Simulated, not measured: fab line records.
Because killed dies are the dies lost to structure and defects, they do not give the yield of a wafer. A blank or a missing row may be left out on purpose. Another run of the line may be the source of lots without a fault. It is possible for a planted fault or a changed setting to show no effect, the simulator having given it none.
Matching of chambers    flow n5 finfet    N5_BEOL_M4_ETCH_63 on rie diel-01 has 4 sister chambers
The step etches SiARC in CF4, target depth 15.6 nm, time 26 s. 8 wafers are shown with their chamber, then 7 later ones without.

== WAFERS WITH THEIR CHAMBER ==
wafer   chamber  drypump motor current A (A)  throttle valve pct (%)
L077.6  3        6.0                          15.59
L081.4  3        6.1                          15.61
L081.6  1        6.7                          15.61
L087.2  2        5.1                          15.13
L087.3  0        6.0                          15.65
L087.5  1        6.7                          15.61
L089.1  2        5.1                          15.15
L089.2  0        6.0                          15.64

== WAFERS WITHOUT THEIR CHAMBER ==
wafer   drypump motor current A (A)  throttle valve pct (%)
L089.5  5.1                          15.13
L090.1  6.1                          15.66
L090.3  6.7                          15.63
L090.4  5.1                          15.13
L097.1  6.0                          15.68
L097.5  6.1                          15.71
L097.6  6.0                          15.69

== WHICH CHAMBER EACH WENT THROUGH ==
wafer    from the rows above   in truth
L089.5   2                     2
L090.1   0                     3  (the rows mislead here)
L090.3   1                     1
L090.4   2                     2
L097.1   0                     0
L097.5   0                     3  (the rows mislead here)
L097.6   0                     0
Correctly placed: 5 of 7. Not placeable from these rows: 0. Placed wrongly: 2.
How it was worked out, from the rows above alone: a wafer's distance from a chamber is the root of the sum, over the readings, of the square of ((its reading less the chamber's mean) divided by the reading's scatter). The wafer belongs to the nearest chamber; if the next one is less than 2 further off, it can't be placed. Each chamber's mean is taken over the wafers shown for it. The scatter: the root of (the sum of the squares of (reading less its chamber's mean) over the shown wafers, divided by (wafers less chambers)).
